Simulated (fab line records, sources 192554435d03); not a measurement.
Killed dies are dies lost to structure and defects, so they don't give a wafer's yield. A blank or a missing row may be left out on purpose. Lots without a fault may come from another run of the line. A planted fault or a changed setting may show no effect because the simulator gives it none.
Which tool did it? | flow n5_finfet | 10 lots, 30 wafers sampled, at 6 steps of a route of 1938

WHAT THE GAUGES READ, wafer by wafer
N5_BEOL_M4_RC_MEAS_101. Usual: DIBL_N 36.0 mV/V, standard deviation 1.7; DIBL_P 36.0 mV/V, standard deviation 2; IOFF_N 0.156 nA/um, standard deviation 0.028; IOFF_P 0.21 nA/um, standard deviation 0.04; ION_N 673 uA/um, standard deviation 12; ION_P 463 uA/um, standard deviation 8.3; SS_N 71.4 mV/dec, standard deviation 0.6; SS_P 73.3 mV/dec, standard deviation 0.66; VT_N 250 mV, standard deviation 3; VT_P -250 mV, standard deviation 3.8.
lot  | measured     | on        | DIBL_N (mV/V)  | DIBL_P (mV/V)  | IOFF_N (nA/um)    | IOFF_P (nA/um) | ION_N (uA/um) | ION_P (uA/um) | SS_N (mV/dec)  | SS_P (mV/dec)  | VT_N (mV)   | VT_P (mV)      | flag
L846 | day 7 21:32  | prober-01 | 35.2 33.2 33.7 | 35.4 33.1 34.3 | 0.146 0.118 0.132 | 0.20 0.16 0.19 | 668 661 667   | 470 461 458   | 71.2 70.4 71.0 | 73.2 73.0 72.7 | 252 254 252 | -250 -253 -250 |
L847 | day 8 05:31  | prober-01 | 33.3 35.7 35.2 | 32.2 35.4 34.4 | 0.102 0.135 0.136 | 0.17 0.20 0.20 | 653 654 666   | 460 456 459   | 70.6 72.1 71.4 | 72.2 73.7 72.7 | 256 254 254 | -253 -251 -249 |
L849 | day 8 11:33  | prober-02 | 36.9 36.9 34.7 | 36.3 35.9 34.3 | 0.167 0.153 0.123 | 0.18 0.18 0.16 | 677 660 672   | 461 448 457   | 71.3 71.9 70.7 | 73.6 73.7 72.6 | 250 255 254 | -254 -255 -254 |
L850 | day 8 13:30  | prober-01 | 36.4 35.6 35.0 | 39.0 36.4 36.8 | 0.167 0.153 0.141 | 0.26 0.22 0.21 | 684 667 660   | 469 466 462   | 72.0 71.8 70.9 | 73.6 72.4 73.0 | 249 253 251 | -245 -247 -249 |
L854 | day 9 16:02  | prober-02 | 36.1 36.3 36.6 | 35.1 35.6 35.9 | 0.155 0.168 0.159 | 0.20 0.22 0.22 | 669 681 673   | 462 465 461   | 71.7 70.9 71.8 | 73.6 73.2 74.5 | 252 248 251 | -251 -247 -250 |
L856 | day 10 11:10 | prober-02 | 32.3 34.6 34.7 | 32.4 35.4 35.3 | 0.112 0.156 0.142 | 0.19 0.23 0.22 | 658 682 660   | 462 467 459   | 70.2 71.0 71.6 | 72.7 73.5 73.2 | 254 250 252 | -249 -247 -247 |
L858 | day 10 22:46 | prober-02 | 35.4 33.6 35.8 | 35.3 34.6 36.7 | 0.164 0.139 0.188 | 0.23 0.23 0.27 | 678 672 695   | 467 474 480   | 71.0 70.8 71.8 | 72.4 72.7 73.8 | 247 248 246 | -245 -247 -245 |
L862 | day 11 23:07 | prober-02 | 38.2 37.0 34.4 | 39.8 38.4 35.9 | 0.180 0.150 0.121 | 0.26 0.23 0.20 | 676 660 663   | 466 456 460   | 71.8 71.2 70.9 | 73.4 73.9 72.9 | 248 251 253 | -246 -247 -250 |
L864 | day 12 11:52 | prober-01 | 34.1 33.2 32.0 | 35.3 33.7 32.7 | 0.130 0.116 0.098 | 0.16 0.15 0.13 | 660 672 652   | 447 451 450   | 71.4 71.2 70.7 | 72.9 72.9 72.6 | 252 251 257 | -257 -256 -257 |
L868 | day 13 10:40 | prober-01 | 35.1 36.1 35.9 | 35.2 36.0 36.8 | 0.132 0.156 0.150 | 0.16 0.18 0.19 | 676 674 680   | 463 461 462   | 70.9 71.5 71.0 | 72.4 73.2 72.9 | 251 250 251 | -254 -256 -253 |

WHICH TOOL RAN EACH LOT (tool, then ch and the chambers of the sampled wafers, then the start)
lot  | N5_BEOL_M3_SPUTTER_86        | N5_BEOL_M3_ANNEAL_95         | N5_BEOL_M3_SPUTTER_96        | N5_BEOL_M3_ECD_50              | N5_BEOL_M3_CMP_52
L846 | pvd_sputter-03, day 7 08:41  | pvd_sputter-03, day 7 09:38  | pvd_sputter-03, day 7 09:47  | ecd_cu-01 ch 0, day 7 09:55    | cmp-03 ch 0,2, day 7 10:20
L847 | pvd_sputter-02, day 7 16:17  | pvd_sputter-02, day 7 17:14  | pvd_sputter-02, day 7 17:23  | ecd_cu-02 ch 0,1, day 7 17:29  | cmp-03 ch 0,1, day 7 17:52
L849 | pvd_sputter-02, day 7 20:49  | pvd_sputter-02, day 7 21:47  | pvd_sputter-02, day 7 21:55  | ecd_cu-02 ch 0,1, day 7 22:02  | cmp-04 ch 1,2,3, day 7 22:38
L850 | pvd_sputter-01, day 8 02:06  | pvd_sputter-01, day 8 03:04  | pvd_sputter-01, day 8 03:12  | ecd_cu-02 ch 1, day 8 03:19    | cmp-01 ch 0,1,2, day 8 03:46
L854 | pvd_sputter-01, day 9 06:00  | pvd_sputter-01, day 9 06:58  | pvd_sputter-01, day 9 07:06  | ecd_cu-01 ch 0,1, day 9 07:13  | cmp-04 ch 0,2, day 9 07:39
L856 | pvd_sputter-01, day 10 00:28 | pvd_sputter-01, day 10 01:25 | pvd_sputter-01, day 10 01:34 | ecd_cu-01 ch 0,1, day 10 01:41 | cmp-01 ch 1,2,3, day 10 02:05
L858 | pvd_sputter-03, day 10 08:40 | pvd_sputter-03, day 10 09:38 | pvd_sputter-03, day 10 09:46 | ecd_cu-01 ch 0,1, day 10 09:53 | cmp-01 ch 0,1,3, day 10 10:36
L862 | pvd_sputter-03, day 11 04:50 | pvd_sputter-03, day 11 05:48 | pvd_sputter-03, day 11 05:56 | ecd_cu-01 ch 0,1, day 11 06:04 | cmp-01 ch 1,2,3, day 11 06:31
L864 | pvd_sputter-03, day 12 00:30 | pvd_sputter-03, day 12 01:28 | pvd_sputter-03, day 12 01:36 | ecd_cu-01 ch 1, day 12 01:43   | cmp-01 ch 1,3, day 12 02:08
L868 | pvd_sputter-03, day 12 13:33 | pvd_sputter-03, day 12 14:31 | pvd_sputter-03, day 12 14:39 | ecd_cu-01 ch 0,1, day 12 14:46 | cmp-03 ch 0,1,2, day 12 15:09
- N5_BEOL_M3_SPUTTER_86: material Cu, target thk 4.5 nm, time 8.29 s.
- N5_BEOL_M3_ANNEAL_95: time 240 s.
- N5_BEOL_M3_SPUTTER_96: material Cu, target thk 4.5 nm, time 8.29 s.
- N5_BEOL_M3_ECD_50: material Cu, target thk 300 nm.
- N5_BEOL_M3_CMP_52: polishes, stops on SiOC, t overpolish 6.8 s, target thk 40 nm.

WHAT THE TOOLS THEMSELVES READ (means of the sampled wafers that have a number; where no wafer has one, the mark that the record gives instead)
N5_BEOL_M3_SPUTTER_86. Usual: chamber_pressure_pa 0.07003 Pa, standard deviation 0.00013; chuck_sensor_temp_C -15.8 C, standard deviation 0.4; throttle_valve_pct 30.0 %, standard deviation 1.1.
lot  | tool           | chamber_pressure_pa (Pa) | chuck_sensor_temp_C (C) | throttle_valve_pct (%) | flag
L846 | pvd_sputter-03 | 0.06981                  | -15.8                   | 30.3                   |
L847 | pvd_sputter-02 | 0.06998                  | -15.9                   | 28.9                   |
L849 | pvd_sputter-02 | 0.07004                  | -15.8                   | 28.9                   |
L850 | pvd_sputter-01 | 0.06993                  | -15.7                   | 29.6                   |
L854 | pvd_sputter-01 | 0.07009                  | -15.7                   | 30.4                   |
L856 | pvd_sputter-01 | 0.07001                  | -15.8                   | 30.5                   |
L858 | pvd_sputter-03 | 0.07007                  | -15.9                   | 30.3                   |
L862 | pvd_sputter-03 | 0.07009                  | -15.4                   | 29.0                   |
L864 | pvd_sputter-03 | 0.07007                  | -15.8                   | 30.3                   |
L868 | pvd_sputter-03 | 0.07005                  | -15.7                   | 30.4                   |

N5_BEOL_M3_ANNEAL_95. Usual: heater_power_w 831 W, standard deviation 62.
lot  | tool           | heater_power_w (W) | flag
L846 | pvd_sputter-03 | 819                |
L847 | pvd_sputter-02 | 826                |
L849 | pvd_sputter-02 | 829                |
L850 | pvd_sputter-01 | 812                |
L854 | pvd_sputter-01 | 797                |
L856 | pvd_sputter-01 | 798                |
L858 | pvd_sputter-03 | 802                |
L862 | pvd_sputter-03 | 826                |
L864 | pvd_sputter-03 | 801                |
L868 | pvd_sputter-03 | 791                |

N5_BEOL_M3_SPUTTER_96. Usual: chamber_pressure_pa 0.07001 Pa, standard deviation 0.00013; chuck_sensor_temp_C -15.8 C, standard deviation 0.4; throttle_valve_pct 29.9 %, standard deviation 1.
lot  | tool           | chamber_pressure_pa (Pa) | chuck_sensor_temp_C (C) | throttle_valve_pct (%) | flag
L846 | pvd_sputter-03 | 0.06985                  | -15.8                   | 30.3                   |
L847 | pvd_sputter-02 | 0.07001                  | -15.8                   | 28.8                   |
L849 | pvd_sputter-02 | 0.06996                  | -15.7                   | 28.7                   |
L850 | pvd_sputter-01 | 0.07004                  | -15.7                   | 29.7                   |
L854 | pvd_sputter-01 | 0.07003                  | -15.8                   | 30.3                   |
L856 | pvd_sputter-01 | 0.06999                  | -15.7                   | 30.3                   |
L858 | pvd_sputter-03 | 0.06993                  | -15.8                   | 30.4                   |
L862 | pvd_sputter-03 | 0.06992                  | -15.4                   | 28.9                   |
L864 | pvd_sputter-03 | 0.07011                  | -15.8                   | 30.2                   |
L868 | pvd_sputter-03 | 0.07001                  | -15.8                   | 30.3                   |

N5_BEOL_M3_CMP_52. Usual: motor_current_A 6.1 A, standard deviation 0.47; time_to_endpoint_s 62.4 s, standard deviation 2.6.
lot  | tool   | motor_current_A (A) | time_to_endpoint_s (s) | flag
L846 | cmp-03 | 5.9                 | 61.1                   |
L847 | cmp-03 | 5.7                 | 62.0                   |
L849 | cmp-04 | 5.9                 | 66.4                   |
L850 | cmp-01 | 6.1                 | 61.9                   |
L854 | cmp-04 | 6.1                 | 59.7                   |
L856 | cmp-01 | 6.2                 | 66.3                   |
L858 | cmp-01 | 6.6                 | 66.0                   |
L862 | cmp-01 | 6.0                 | 80.9                   | OFF
L864 | cmp-01 | 6.7                 | 81.9                   | OFF
L868 | cmp-03 | 6.0                 | 105.8                  | OFF

THE ANSWER, worked out from the rows above alone
Rule: a lot is off if the mean of its wafers that have a number lies more than 3 standard deviations from the usual mean. A lot without any number at a reading at which 4 lots or more have one is off too. The other lots that the step has rows for count as sound. The gauges are gone through in route order, then the tools' own readings, and for those a lot's mean is taken as printed above. The first step at which some lot is off is used, and at that step the reading that is off furthest; a lot without a number counts as furthest.
Off: L862, L864, L868, at N5_BEOL_M3_CMP_52 (time_to_endpoint_s).
A tool fits if, at that step or a process step before it, it ran every lot that is off, and no sound lot after the first of them. Can't be told from this: 2 tools fit, pvd_sputter-03 at N5_BEOL_M3_SPUTTER_86 and N5_BEOL_M3_ANNEAL_95 and N5_BEOL_M3_SPUTTER_96, ecd_cu-01 at N5_BEOL_M3_ECD_50.

WHAT THE SIMULATOR HAD PUT IN
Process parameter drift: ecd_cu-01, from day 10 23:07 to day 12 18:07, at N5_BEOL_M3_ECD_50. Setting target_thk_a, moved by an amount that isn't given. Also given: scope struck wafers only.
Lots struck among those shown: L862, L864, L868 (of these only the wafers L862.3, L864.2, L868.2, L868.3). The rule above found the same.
